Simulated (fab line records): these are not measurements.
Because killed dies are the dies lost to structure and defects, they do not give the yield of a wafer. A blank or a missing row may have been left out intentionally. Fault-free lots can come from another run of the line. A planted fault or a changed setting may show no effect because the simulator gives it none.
Matching of chambers | flow nandHarc | NHARC_A_SLIT_ETCH_24 on rieDiel-05: 4 sister chambers
The step etches the open film in CF4/CHF3, target depth 121 nm, time 60.5 s. 14 wafers are shown with their chamber, then 6 later ones without.

## EACH WAFER AND ITS CHAMBER
wafer  | chamber | drypumpMotorCurrentA (A) | rfVppV (V) | oesProductAu (a.u.)
L517.2 | 3       | 6.2                      | 371.8      | 0.913
L517.4 | 0       | 5.7                      | 369.9      | 0.923
L517.5 | 3       | 6.2                      | 372.7      | 0.908
L516.2 | 3       | 6.2                      | 373.5      | 0.917
L516.4 | 0       | 5.7                      | 369.6      | 0.924
L516.5 | 3       | 6.2                      | 372.6      | 0.912
L521.4 | 2       | 5.7                      | 367.6      | 0.978
L521.5 | 2       | 5.7                      | 368.1      | 0.977
L521.6 | 1       | 5.2                      | 370.5      | 0.982
L525.1 | 0       | 5.7                      | 369.8      | 0.963
L525.2 | 1       | 5.2                      | 370.1      | 0.990
L525.3 | 3       | 6.2                      | 372.8      | 0.971
L531.1 | 1       | 5.3                      | 371.4      | 0.970
L531.6 | 2       | 5.7                      | 367.1      | 0.983

SIGNATURES (averages over the wafers above)
reading              | chamber 0 | chamber 1 | chamber 2 | chamber 3 | scatter within a chamber
drypumpMotorCurrentA | 5.700     | 5.233     | 5.700     | 6.200     | 0.0258
rfVppV               | 369.767   | 370.667   | 367.600   | 372.680   | 0.539
oesProductAu         | 0.93667   | 0.98067   | 0.97933   | 0.92420   | 0.0201
Rule: a wafer lies at a distance from a chamber equal to the root of the sum of squares, over the readings, of (its reading less the chamber's mean, divided by the reading's scatter). The wafer belongs to the nearest chamber; if the next one is less than 2 further off, it can't be placed. The scatter: the root of (the sum of the squares of (reading less its chamber's mean) over the shown wafers, divided by (wafers less chambers)).

## WAFERS WHOSE CHAMBER IS MISSING
wafer  | drypumpMotorCurrentA (A) | rfVppV (V) | oesProductAu (a.u.)
L537.2 | 5.2                      | 371.1      | 0.983
L537.4 | 5.7                      | 368.2      | 0.979
L537.5 | 5.2                      | 369.9      | 0.986
L539.3 | 5.7                      | 370.3      | 0.942
L539.4 | 5.7                      | 368.2      | 0.954
L539.6 | 6.2                      | 372.9      | 0.939

## EACH ONE'S CHAMBER
wafer  | from the rows above     | in truth
L537.2 | 1                       | 1
L537.4 | 2                       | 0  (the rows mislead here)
L537.5 | 1                       | 1
L539.3 | 0                       | 0
L539.4 | can't be placed: 2 or 0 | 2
L539.6 | 3                       | 3
Placed correctly: 4 of 6. These rows do not allow placing 1 (true chamber among the candidates in 1). Number placed wrongly: 1.
